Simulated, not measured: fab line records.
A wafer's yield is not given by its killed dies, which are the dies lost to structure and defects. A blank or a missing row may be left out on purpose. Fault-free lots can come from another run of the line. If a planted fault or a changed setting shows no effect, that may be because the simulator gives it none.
fab line records + flow n5-finfet
record
- lots=4
- wafers=12
- last-day=17
route steps=1938 shown STI_FIN_REVEAL@189 DUMMY_GATE@212 BEOL_M4@1111 PASSIVATION@1936
lots with no fault: from the same line, run without faults
start-h: hours from the record's opening day to when the first of the lot's shown wafers began + wait-h: hours from the lot's prior step to this one + " repeats the value in the row above + L1.1+2: a row that stands for several wafers + - no value present, or no start provided + * or withheld: withheld + < > ~ a bound
route shown NAME@n: NAME is a module with steps in the file, n the number in the route of the first one + usual: average and standard deviation across the fault-free wafers + same: alike in all rows + chamber/n: place in a boat + sites: each site's reading + _std_site: how widely they spread, as a standard deviation + _edge_site: the outer-site mean with the inner-site mean subtracted + radius-mm: how far each site lies from the wafer's centre + mask NAME#n: copy n + behind: tool/chamber where the wafer was last shaped + hold: why the lot went on hold/how many hours it stayed there/how the hold came to an end + device: transistor that didn't switch, given as n, p or np + end of line: at the end of the route, the tests of the same wafers + a step without rows: its recipe alone + killed: dies that structure and defects cost at the first sort, which is not the same as the wafer's yield + map: dies across one wafer; x = killed, . = not, _ = none there
set.NAME: the setting as run; set.NAME@STEP: as run at that earlier step + model.NAME: the simulator's own value behind a step, which no gauge read
a table for each step, a row for each wafer; lots at some steps of the route
services: the hour from which a tool's chamber was out of use, counted from the record's first day as start-h (under 0 if before that day), plus the number of hours and why
## steps
# step N5_STI_FIN_REVEAL_DENSIFY_30
# recipe
- temp-c=*
- time-s=*
- ambient=N2
- idle-temp-c=600
- ramp-up-c-per-s=150
- ramp-down-c-per-s=60
- cool-to-c=600
# step N5_STI_FIN_REVEAL_ETCHBACK_08
# recipe
- chemistry=C4F6/O2
- target=SiO2
- target-depth-a=305
- time-s=10.167
- ion-energy-ev=250
- pressure-mtorr=30
- source-w=345
- bias-w=185
- Ar_flow_sccm=300
- C4F6_flow_sccm=10
- O2_flow_sccm=10
# step N5_STI_FIN_REVEAL_STRIP_24
# recipe
- chemistry=N2/H2
- time-s=90
- power-w=100
- temp-c=40
- pressure-mtorr=100
- rf-frequency-hz=6e+07
- bias-power-w=3
- n2-flow-sccm=300
- h2-flow-sccm=300
# step N5_STI_FIN_REVEAL_PRECLEAN_25
# recipe
- chemistry=SPM
- time-s=90
- temp-c=120
- mix=4:1
# step N5_STI_FIN_REVEAL_PRECLEAN_26
# recipe
- chemistry=SC1
- time-s=45
- temp-c=46
- mix=1:2:100
# step N5_STI_FIN_REVEAL_PRECLEAN_29
# recipe
- chemistry=DHF
- time-s=30
- temp-c=25
- dilution=300:1
# step N5_STI_FIN_REVEAL_SRD_12
# recipe
- time-s=30
- temp-c=23
- rinse-liquid=diw
- dry=ipa-marangoni
# step N5_STI_FIN_REVEAL_RECESS_09
# recipe
- chemistry=HF/NH3
- target=SiO2
- afs-cycles=11
- target-depth-a=425
- temp-c=30
- sublimation-temp-c=180
- sublimation-time-s=60
# step N5_STI_FIN_REVEAL_STRIP_16
# recipe
- chemistry=H3PO4
- material=SiNx
- temp-c=165
- target-depth-a=238
- overetch-fraction=0.4964
- dry=ipa-marangoni
# step N5_STI_FIN_REVEAL_PRECLEAN_17
# recipe
- chemistry=NF3:NH3
- afs-cycles=1
- temp-c=30
- time-s=20
- sublimation-temp-c=180
- sublimation-time-s=60
- pressure-torr=3
- rf-power-w=30
# step N5_STI_FIN_REVEAL_ETCH_34
# recipe
- chemistry=H2
- mode=isotropic
- material=Si
- target=Si
- target-depth-a=9.7
- temp-c=20
- pressure-mtorr=4.5
- icp-w=300
- bias-w=0
- h2-flow-sccm=7.5
- he-flow-sccm=142.5
# step N5_STI_FIN_REVEAL_OXIDATION_31
# recipe
- chemistry=O2_PLASMA_REMOTE
- temp-c=150
- time-s=20
- pressure-mtorr=1000
- source-power-w=2000
- o2-flow-sccm=3000
# usual
- chamber-pressure-mTorr=999.9/0.85
- drypump-motor-current-A=5.67/0.052
- heater-power-w=147/9.7
| lot.wafer | tool            | chamber | start-h | wait-h | chamber-pressure-mTorr | drypump-motor-current-A | heater-power-w | rf-hours-counter-h | model.Si_of_PMOS_HMC_CHANNEL_EPI_EPI_26.thk-nm |
|-----------|-----------------|---------|---------|--------|------------------------|-------------------------|----------------|--------------------|------------------------------------------------|
| L635.1    | plasma-asher-01 | 0       | 90.68   | 0.0    | 999.5                  | 5.61                    | 138            | 96                 | 3                                              |
| L635.3    | "               | 0       | "       | "      | 1001.2                 | 5.62                    | 136            | -                  | 3                                              |
| L635.6    | "               | 1       | "       | "      | 1000.1                 | 5.63                    | 144            | -                  | 3                                              |
| L639.2    | plasma-asher-02 | 0       | 114.34  | 0.0    | -                      | -                       | -              | -                  | 3.414                                          |
| L639.4    | "               | 1       | "       | "      | -                      | -                       | -              | -                  | 3.454                                          |
| L639.5    | "               | 1       | "       | "      | -                      | -                       | -              | -                  | 3.451                                          |
| L640.2    | plasma-asher-01 | 1       | 121.23  | 0.0    | -                      | -                       | -              | -                  | 3.312                                          |
| L640.4    | "               | 1       | "       | "      | -                      | -                       | -              | -                  | 3.311                                          |
| L640.6    | "               | 0       | "       | "      | -                      | -                       | -              | -                  | 3.304                                          |
| L649.1    | plasma-asher-02 | 0       | 177.82  | 0.0    | 999.7                  | 5.73                    | 153            | 51                 | 3                                              |
| L649.3    | "               | 0       | "       | "      | 999.1                  | 5.71                    | 154            | -                  | 3                                              |
| L649.4    | "               | 1       | "       | "      | 1000.5                 | 5.75                    | 162            | -                  | 3                                              |
# step N5_STI_FIN_REVEAL_PRECLEAN_32
# recipe
- chemistry=NF3:NH3
- afs-cycles=1
- temp-c=30
- time-s=20
- sublimation-temp-c=180
- sublimation-time-s=60
- pressure-torr=3
- rf-power-w=30
# step N5_STI_FIN_REVEAL_STRIP_35
# recipe
- chemistry=H3PO4
- material=Si3N4
- temp-c=165
- target-depth-a=40
- time-s=39
# step N5_STI_FIN_REVEAL_SRD_21
# recipe
- dry=ipa-marangoni
- time-s=30
- temp-c=23
- rinse-liquid=diw
# step N5_STI_FIN_REVEAL_OXIDATION_33
# recipe
- chemistry=O2_PLASMA_REMOTE
- temp-c=150
- time-s=20
- pressure-mtorr=1000
- source-power-w=2000
- o2-flow-sccm=3000
# step N5_STI_FIN_REVEAL_CLEAN_19
# recipe
- chemistry=O3/DIW
- temp-c=25
- time-s=120
- o3-ppm=10
# usual
- bath-heat-duty-pct=6.4/0.78
| lot.wafer | tool         | chamber | start-h | wait-h | bath-heat-duty-pct | model.Si_of_PMOS_HMC_CHANNEL_EPI_EPI_26.thk-nm |
|-----------|--------------|---------|---------|--------|--------------------|------------------------------------------------|
| L635.1    | wet-bench-05 | 2       | 92.75   | 0.1    | 5.7                | 2.4                                            |
| L635.3    | "            | 4       | "       | "      | 8.4                | 2.4                                            |
| L635.6    | "            | 6       | "       | "      | 6.0                | 2.4                                            |
| L639.2    | wet-bench-05 | 1       | 114.78  | 0.1    | 7.0                | 2.8                                            |
| L639.4    | "            | 6       | "       | "      | 6.0                | 3                                              |
| L639.5    | "            | 4       | "       | "      | 7.0                | 3                                              |
| L640.2    | wet-bench-05 | 7       | 121.69  | 0.1    | 5.3                | 2.8                                            |
| L640.4    | "            | 0       | "       | "      | 5.8                | 2.8                                            |
| L640.6    | "            | 2       | "       | "      | 5.5                | 2.8                                            |
| L649.1    | wet-bench-06 | 0       | 178.27  | 0.1    | 7.1                | 2.4                                            |
| L649.3    | "            | 6       | "       | "      | 6.9                | 2.6                                            |
| L649.4    | "            | 5       | "       | "      | 4.8                | 2.4                                            |
# step N5_STI_FIN_REVEAL_SRD_23
# recipe
- dry=ipa-marangoni
- time-s=30
- temp-c=23
- rinse-liquid=diw
# step N5_STI_FIN_REVEAL_CD_MEAS_22
# recipe
- target-cd-nm=6.238
- pitch-nm=28
- polarity=line
# usual
- cd-nm=6.3/0.31
| lot.wafer | tool      | chamber | start-h | wait-h | cd-nm |
|-----------|-----------|---------|---------|--------|-------|
| L635.1    | cd-sem-01 | -       | 92.83   | 0.0    | 6.4   |
| L635.3    | "         | -       | "       | "      | 5.7   |
| L635.6    | "         | -       | "       | "      | 6.4   |
| L639.2    | cd-sem-01 | -       | 114.85  | 0.0    | 7.1   |
| L639.4    | "         | -       | "       | "      | 7.8   |
| L639.5    | "         | -       | "       | "      | 7.3   |
| L640.2    | cd-sem-03 | -       | 121.76  | 0.0    | 7.7   |
| L640.4    | "         | -       | "       | "      | 7.4   |
| L640.6    | "         | -       | "       | "      | 7.3   |
| L649.1    | cd-sem-03 | -       | 178.34  | 0.0    | 6.0   |
| L649.3    | "         | -       | "       | "      | 6.7   |
| L649.4    | "         | -       | "       | "      | 6.1   |
# step N5_STI_FIN_REVEAL_PRECLEAN_18
# recipe
- chemistry=SC2
- time-s=45
- temp-c=35
- mix=1:1:50
# step N5_STI_FIN_REVEAL_SRD_28
# recipe
- dry=ipa-marangoni
- time-s=30
- temp-c=23
- rinse-liquid=diw
# step N5_DUMMY_GATE_PRECLEAN_00
# recipe
- chemistry=O3/DIW
- time-s=60
- temp-c=22
- o3-ppm=10
# step N5_DUMMY_GATE_SRD_01
# recipe
- time-s=30
- temp-c=23
- rinse-liquid=diw
- dry=ipa-marangoni
# step N5_DUMMY_GATE_ALD_02
# recipe
- material=SiO2
- target-thk-a=20
- temp-c=300
- ald-precursor-family=BDEAS
- ald-co-reactant=O2-plasma
- pulse-time-s=1
- pressure-torr=2
# step N5_DUMMY_GATE_CVD_03
# recipe
- material=a-Si
- target-thk-a=1500
- temp-c=530
- precursor=SiH4
- time-s=8042
# step N5_DUMMY_GATE_PRECLEAN_46
# recipe
- chemistry=DIW
- time-s=89.5
- temp-c=23
# step N5_DUMMY_GATE_SRD_47
# recipe
- dry-time-s=32
- dry=n2-spin
- spin-rpm=1500
# step N5_DUMMY_GATE_CMP_04
# recipe
- material=a-Si
- post-cmp-clean=alkaline-brush
# step N5_DUMMY_GATE_HM_DEP_06
# recipe
- material=SiNx
- target-thk-a=800
- precursor=DCS/NH3
- temp-c=700
- pressure-mtorr=300
- time-s=5141
# step N5_DUMMY_GATE_PECVD_30
# recipe
- material=SiO2
- target-thk-a=550
- temp-c=400
- precursor=TEOS/O2
- pressure-torr=6.5
- rf-w=withheld
- teos-flow-sccm=withheld
- gas=O2
- flow-sccm=2650
- time-s=10.8
# step N5_DUMMY_GATE_COAT_34
# recipe
- resist=SOC
- temp-c=250
- time-s=60
- spin-rpm=1500
- resist-thk-nm=60
# step N5_DUMMY_GATE_COAT_35
# recipe
- resist=SiARC
- temp-c=220
- time-s=60
- spin-rpm=1500
- resist-thk-nm=10
# step N5_DUMMY_GATE_COAT_28
# recipe
- resist=underlayer
- temp-c=205
- time-s=60
- spin-rpm=1500
- resist-thk-nm=10
# step N5_DUMMY_GATE_COAT_09
# recipe
- resist=CAR-EUV
- spin-rpm=1500
- resist-thk-nm=30
# step N5_DUMMY_GATE_EBR_11
# recipe
- solvent=PGMEA
- ebr-width-mm=1.5
# step N5_DUMMY_GATE_SOFTBAKE_10
# recipe
- temp-c=110
- time-s=60
- resist=CAR-EUV
# step N5_DUMMY_GATE_EXPOSE_12
# recipe
- mask-id=GATE
- na=0.33
- source-shape=annular
- sigma-inner=0.2
- sigma-outer=0.6
- polarization=unpolarized
- target-cd-nm=25
- dose-mj=34
# step N5_DUMMY_GATE_PEB_13
# recipe
- peb-temp-c=100
- peb-time-s=60
- resist=CAR-EUV
# step N5_BEOL_M4_RC_MEAS_101
# usual
- DIBL_N=36.8/2.2
- DIBL_P=37.0/2.8
- IOFF_N=0.18/0.043
- IOFF_N_85C=3.4/0.69
- IOFF_N_LIN=0.080/0.016
- IOFF_N_LONG=5.61e-05/2.9e-06
- IOFF_P=0.23/0.05
- IOFF_P_85C=3.9/0.71
- IOFF_P_LIN=0.107/0.018
- ION_N=680/14
- ION_P=466/9.1
- REXT_N=75.6/1.4
- REXT_P=101.0/1.9
- SS_N=71.7/0.74
- SS_P=73.5/0.79
- VT_N=248/4
- VT_N_LONG=274.8/1.7
- VT_N_LVT=97/4.1
- VT_P=-249/4.1
- VT_P_LVT=-98/3.6
| lot.wafer | tool      | chamber | start-h | wait-h | DIBL_N[mV/V] | DIBL_P[mV/V] | IOFF_N[nA/um] | IOFF_N_85C[nA/um] | IOFF_N_LIN[nA/um] | IOFF_N_LONG[nA/um] | IOFF_P[nA/um] | IOFF_P_85C[nA/um] | IOFF_P_LIN[nA/um] | ION_N[uA/um] | ION_P[uA/um] | REXT_N[ohm.um] | REXT_P[ohm.um] | SS_N[mV/dec] | SS_P[mV/dec] | VT_N[mV] | VT_N_LONG[mV] | VT_N_LVT[mV] | VT_P[mV] | VT_P_LVT[mV] |
|-----------|-----------|---------|---------|--------|--------------|--------------|---------------|-------------------|-------------------|--------------------|---------------|-------------------|-------------------|--------------|--------------|----------------|----------------|--------------|--------------|----------|---------------|--------------|----------|--------------|
| L635.1    | prober-01 | 0       | 230.83  | 0.0    | 37.5         | 37.8         | 0.20          | 3.7               | 0.090             | 5.49e-05           | 0.26          | 4.4               | 0.123             | 682          | 465          | 75.8           | 104.8          | 71.9         | 74.0         | 247      | 274.8         | 96           | -246     | -96          |
| L635.3    | "         | 0       | "       | "      | 33.7         | 33.3         | 0.12          | 2.6               | 0.062             | 5.57e-05           | 0.18          | 3.3               | 0.095             | 662          | 459          | 75.5           | 103.2          | 70.4         | 72.1         | 252      | 277.1         | 103          | -252     | -101         |
| L635.6    | "         | 0       | "       | "      | 36.7         | 36.0         | 0.17          | 3.3               | 0.077             | 5.7e-05            | 0.23          | 4.0               | 0.110             | 667          | 462          | 75.1           | 102.1          | 72.1         | 73.5         | 248      | 275.3         | 99           | -247     | -97          |
| L639.2    | prober-02 | 0       | 247.63  | 0.2    | 44.3         | 47.1         | 0.45          | 7.4               | 0.206             | 7.1e-05            | 0.49          | 7.3               | 0.219             | 728          | 486          | 69.5           | 92.7           | 72.7         | 76.8         | 232      | 264.8         | 81           | -243     | -89          |
| L639.4    | "         | 0       | "       | "      | 44.4         | 47.5         | 0.49          | 8.0               | 0.223             | 7.11e-05           | 0.53          | 7.8               | 0.233             | 749          | 496          | 70.2           | 93.4           | 73.3         | 76.3         | 230      | 266.1         | 79           | -236     | -87          |
| L639.5    | "         | 0       | "       | "      | 46.6         | 48.9         | 0.58          | 9.1               | 0.252             | 7.17e-05           | 0.55          | 8.0               | 0.239             | 752          | 494          | 68.9           | 93.2           | 73.7         | 76.3         | 230      | 265.2         | 77           | -238     | -88          |
| L640.2    | prober-02 | 0       | 254.20  | 0.2    | 43.1         | 45.9         | 0.50          | 8.1               | 0.220             | 7.71e-05           | 0.46          | 7.0               | 0.215             | 742          | 492          | 69.2           | 93.8           | 72.3         | 75.7         | 230      | 264.8         | 76           | -242     | -87          |
| L640.4    | "         | 0       | "       | "      | 42.8         | 45.5         | 0.46          | 7.5               | 0.205             | 7.76e-05           | 0.45          | 6.8               | 0.213             | 746          | 497          | 69.3           | 95.3           | 73.0         | 75.4         | 230      | 265.5         | 78           | -239     | -88          |
| L640.6    | "         | 0       | "       | "      | 41.4         | 44.2         | 0.40          | 6.6               | 0.188             | 7.84e-05           | 0.40          | 6.2               | 0.195             | 739          | 497          | 69.9           | 94.0           | 72.7         | 75.1         | 232      | 263.3         | 79           | -241     | -88          |
| L649.1    | prober-02 | 0       | 298.90  | 0.0    | 37.5         | 38.4         | 0.21          | 3.9               | 0.094             | 5.92e-05           | 0.27          | 4.6               | 0.127             | 689          | 477          | 73.6           | 102.2          | 72.1         | 73.1         | 244      | 274.5         | 95           | -242     | -93          |
| L649.3    | "         | 0       | "       | "      | 35.7         | 37.0         | 0.18          | 3.4               | 0.084             | 5.83e-05           | 0.24          | 4.2               | 0.116             | 687          | 477          | 74.3           | 102.6          | 71.6         | 73.1         | 244      | 271.9         | 95           | -246     | -95          |
| L649.4    | "         | 0       | "       | "      | 34.9         | 34.6         | 0.16          | 3.1               | 0.072             | 6.02e-05           | 0.20          | 3.6               | 0.103             | 671          | 465          | 73.0           | 102.5          | 71.3         | 73.1         | 247      | 272.4         | 99           | -249     | -97          |
# step N5_PASSIVATION_PROBE_49
# usual
- defect-limited-yield=91.4/1.5
- killed_at_M0_to_M3=36/11
- killed_at_M4_up=14/6
- killed-at-contacts=11/6
- killed-at-front-end=37/11
- killed-at-other=4/3.4
- killed-dies=102/18
- killed-open=66/13
- killed-short=34/7.8
- sort_bin_4_leakage=0.00/0.017
- sort_bin_5_function=5.0/0.97
- sort_bin_6_memory=3.2/0.7
- sort_bin_8_speed=0.0/0.38
- sort-n-pass=1078/19
- sort-yield-pct=91.3/1.6
# same
- gross-dies=1180
- killed-at-back-side=0
| lot.wafer | tool      | chamber | start-h | wait-h | defect-limited-yield[%] | killed_at_M0_to_M3 | killed_at_M4_up | killed-at-contacts | killed-at-front-end | killed-at-other | killed-dies | killed-open | killed-short | sort_bin_4_leakage[%] | sort_bin_5_function[%] | sort_bin_6_memory[%] | sort_bin_8_speed[%] | sort-n-pass | sort-yield-pct[%] |
|-----------|-----------|---------|---------|--------|-------------------------|--------------------|-----------------|--------------------|---------------------|-----------------|-------------|-------------|--------------|-----------------------|------------------------|----------------------|---------------------|-------------|-------------------|
| L639.2    | prober-02 | -       | 349.87  | 0.9    | 91.9                    | 39                 | 7               | 2                  | 46                  | 2               | 96          | 63          | 32           | 39.07                 | 4.8                    | 2.8                  | 0                   | 623         | 52.8              |
| L639.4    | prober-02 | -       | 349.97  | 1.0    | 91.2                    | 29                 | 16              | 8                  | 51                  | 0               | 104         | 65          | 38           | 57.12                 | 4.9                    | 3.4                  | 0                   | 402         | 34.1              |
| L639.5    | prober-02 | -       | 350.02  | 1.1    | 91.0                    | 36                 | 7               | 13                 | 49                  | 1               | 106         | 67          | 38           | 80.59                 | 5.1                    | 3.7                  | 0                   | 123         | 10.4              |
| L640.2    | prober-02 | -       | 359.26  | 0.5    | 92.9                    | 34                 | 12              | 10                 | 27                  | 1               | 84          | 47          | 36           | 45.85                 | 3.8                    | 2.7                  | 0                   | 555         | 47.0              |
| L640.4    | prober-02 | -       | 359.36  | 0.6    | 92.1                    | 38                 | 21              | 11                 | 23                  | 0               | 93          | 64          | 28           | 26.86                 | 4.2                    | 3.6                  | 0                   | 770         | 65.3              |
| L640.6    | prober-02 | -       | 359.46  | 0.7    | 89.7                    | 46                 | 22              | 12                 | 40                  | 2               | 122         | 81          | 38           | 7.03                  | 5.7                    | 4.1                  | 0                   | 975         | 82.6              |
# killed by level:class
L639.2 BEOL_M1:geometric-particle:open=13 STI_FIN_REVEAL:geometric-particle:open=13 BEOL_M0_SAQP:geometric-particle:open=8 FIN_SAQP:geometric-particle:short=7 FIN_SAQP:geometric-particle:open=5 DUMMY_GATE:geometric-particle:open=5 BEOL_M0_SAQP:geometric-particle:short=5 BEOL_M3:geometric-particle:open=5
L639.4 FIN_SAQP:geometric-particle:open=12 STI_FIN_REVEAL:geometric-particle:open=10 BEOL_M1:geometric-particle:open=9 BEOL_M4:geometric-particle:open=8 FIN_SAQP:geometric-particle:short=7 MOL_CONTACT_COAG:geometric-particle:open=7 BEOL_M0_SAQP:geometric-particle:open=6 GATE_CUT:geometric-particle:short=4
L639.5 BEOL_M1:geometric-particle:open=14 DUMMY_GATE:geometric-particle:open=13 FIN_SAQP:geometric-particle:short=9 STI_FIN_REVEAL:geometric-particle:open=7 BEOL_M2:geometric-particle:open=6 MOL_CONTACT_COAG:geometric-particle:short=6 MOL_CONTACT_COAG:geometric-particle:open=6 GATE_CUT:geometric-particle:short=5
L640.2 BEOL_M0_SAQP:geometric-particle:open=9 BEOL_M2:geometric-particle:open=9 GATE_CUT:geometric-particle:short=8 BEOL_M0_SAQP:geometric-particle:short=7 MOL_CONTACT_COAG:geometric-particle:open=6 GATE_CUT:geometric-particle:open=5 FIN_SAQP:geometric-particle:short=4 MOL_CONTACT_COAG:geometric-particle:short=3
L640.4 BEOL_M0_SAQP:geometric-particle:open=11 BEOL_M0_SAQP:geometric-particle:short=10 MOL_CONTACT_COAG:geometric-particle:open=9 BEOL_M2:geometric-particle:open=7 BEOL_M4:geometric-particle:open=7 FIN_SAQP:geometric-particle:short=4 DUMMY_GATE:geometric-particle:open=4 BEOL_M5:geometric-particle:open=4
L640.6 BEOL_M0_SAQP:geometric-particle:open=13 FIN_SAQP:geometric-particle:short=11 BEOL_M3:geometric-particle:open=10 MOL_CONTACT_COAG:geometric-particle:open=8 BEOL_M0_SAQP:geometric-particle:short=8 BEOL_M2:geometric-particle:open=7 BEOL_M5:geometric-particle:open=7 BEOL_M4:geometric-particle:open=6
# map L639.5 (x killed, . not)
_________________.x..........________________
______________............x....._____________
___________................x.......__________
__________.....x..........x......x.._________
________.............................._______
_______...................x............______
______x..................x.....xxx...xx._____
_____.x..........................x.......____
____...........x...............x........x.___
___..........xx.......x.x..................__
___....x..........x...................x....__
__.......x.xx............................x.._
__............x.x.....x...........x........._
_......................x.................x...
_....x.........................x...x..x..x...
_.....x..............................x.......
_..............................x....xx.......
_........................x..x.........x......
_.......x.........................x.....x....
_x..x.......xx...........xx..................
_.........x.....xx...x.............xx.x......
__..............x...................x......._
__.....xx..................................._
___....x....x.x.....x...x..x...............__
___........x.xx.........x...............x..__
____..x........x.xx............x..........___
_____......x...x......................x..____
______.......................x.........._____
_______..........x....x................______
________.x....................x......._______
__________.x.....x..............xx.._________
___________....x.......x.xx....x...__________
______________.xx......x........_____________
_________________...........x________________
# map L640.6 (x killed, . not)
_________________......x.....________________
______________.................._____________
___________....xx..................__________
__________................x........x_________
________....x..................xx....._______
_______xx.x..x........................x______
______.............x.x..............xx.._____
_____x..x..x.................x...x.......____
____..x....x....x...x...x.x...............___
___..xx......................x..x..........__
___............x.x......x.x.........x......__
__......................x......x............_
__...x.....x.........xx....................._
_x.............x.......x...............x.x...
_...........x..x.....x.xx....................
_......x..x.........xx..x............x.x.....
_.x.....................x..............x.....
_....x..........x......x.....x..x............
_......x.................................xx.x
_............x.....................x.........
_x....................x...x...x...........x..
__.....................x..x.xx.......x......_
__.........x.........x...............x......_
___..x....................x........x.......__
___.....xx.x...............................__
____.....x.............................x..___
_____.....x...................x....xx....____
______x...............................x._____
_______.....xx...x.x....x.......x..x..x______
________................x............._______
__________.......x.xxx.............x_________
___________.....x..................__________
______________x.x........x..x..._____________
_________________..x.x.......________________
## services
| tool            | chamber | start-h | hours | kind |
|-----------------|---------|---------|-------|------|
| plasma-asher-02 | -       | 126.47  | 15.6  | pm   |
| wet-bench-06    | -       | 131.95  | 1.9   | pm   |
## key
first-sign
- step=N5_STI_FIN_REVEAL_OXIDATION_31
- reading=tool-record
- direction=missing
effect
- step=N5_STI_FIN_REVEAL_CD_MEAS_22
- reading=cd-nm
- direction=up
- sigmas=3.7
- usual=6.3
- struck=7.4
effect
- step=N5_BEOL_M4_RC_MEAS_101
- reading=IOFF_N_LIN
- direction=up
- sigmas=8.6
- usual=0.080
- struck=0.216
effect
- step=N5_BEOL_M4_RC_MEAS_101
- reading=IOFF_N
- direction=up
- sigmas=7.1
- usual=0.18
- struck=0.48
effect
- step=N5_BEOL_M4_RC_MEAS_101
- reading=IOFF_N_LONG
- direction=up
- sigmas=6.4
- usual=5.61e-05
- struck=7.45e-05
effect
- step=N5_BEOL_M4_RC_MEAS_101
- reading=IOFF_N_85C
- direction=up
- sigmas=6.3
- usual=3.4
- struck=7.8
effect
- step=N5_BEOL_M4_RC_MEAS_101
- reading=IOFF_P_LIN
- direction=up
- sigmas=6.2
- usual=0.107
- struck=0.219
effect
- step=N5_BEOL_M4_RC_MEAS_101
- reading=VT_N_LONG
- direction=down
- sigmas=5.8
- usual=274.8
- struck=265.0
effect
- step=N5_BEOL_M4_RC_MEAS_101
- reading=IOFF_P
- direction=up
- sigmas=5
- usual=0.23
- struck=0.48
effect
- step=N5_BEOL_M4_RC_MEAS_101
- reading=IOFF_P_85C
- direction=up
- sigmas=4.6
- usual=3.9
- struck=7.2
effect
- step=N5_BEOL_M4_RC_MEAS_101
- reading=VT_N_LVT
- direction=down
- sigmas=4.4
- usual=97
- struck=79
effect
- step=N5_BEOL_M4_RC_MEAS_101
- reading=ION_N
- direction=up
- sigmas=4.4
- usual=680
- struck=743
effect
- step=N5_BEOL_M4_RC_MEAS_101
- reading=VT_N
- direction=down
- sigmas=4.3
- usual=248
- struck=231
effect
- step=N5_BEOL_M4_RC_MEAS_101
- reading=REXT_N
- direction=down
- sigmas=4.2
- usual=75.6
- struck=69.5
effect
- step=N5_PASSIVATION_PROBE_49
- reading=sort_bin_4_leakage
- direction=up
- sigmas=99+
- usual=0.00
- struck=42.75
model-effect
- step=N5_STI_FIN_REVEAL_OXIDATION_31
- value=Si_of_PMOS_HMC_CHANNEL_EPI_EPI_26.thk-nm
- without=3
- struck=3.374
model-effect
- step=N5_STI_FIN_REVEAL_CLEAN_19
- value=Si_of_PMOS_HMC_CHANNEL_EPI_EPI_26.thk-nm
- without=2.5
- struck=2.867
met-at N5_STI_FIN_REVEAL_OXIDATION_31
struck-wafers L639.2,L639.4,L639.5,L640.2,L640.4,L640.6
onset-between 90.68 114.34
fault
- kind=skipped-step-whole
- tool=plasma-asher-01,plasma-asher-02
- chamber=-
- onset-h=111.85
- steps=N5_STI_FIN_REVEAL_OXIDATION_31
- scope=struck-lots-only
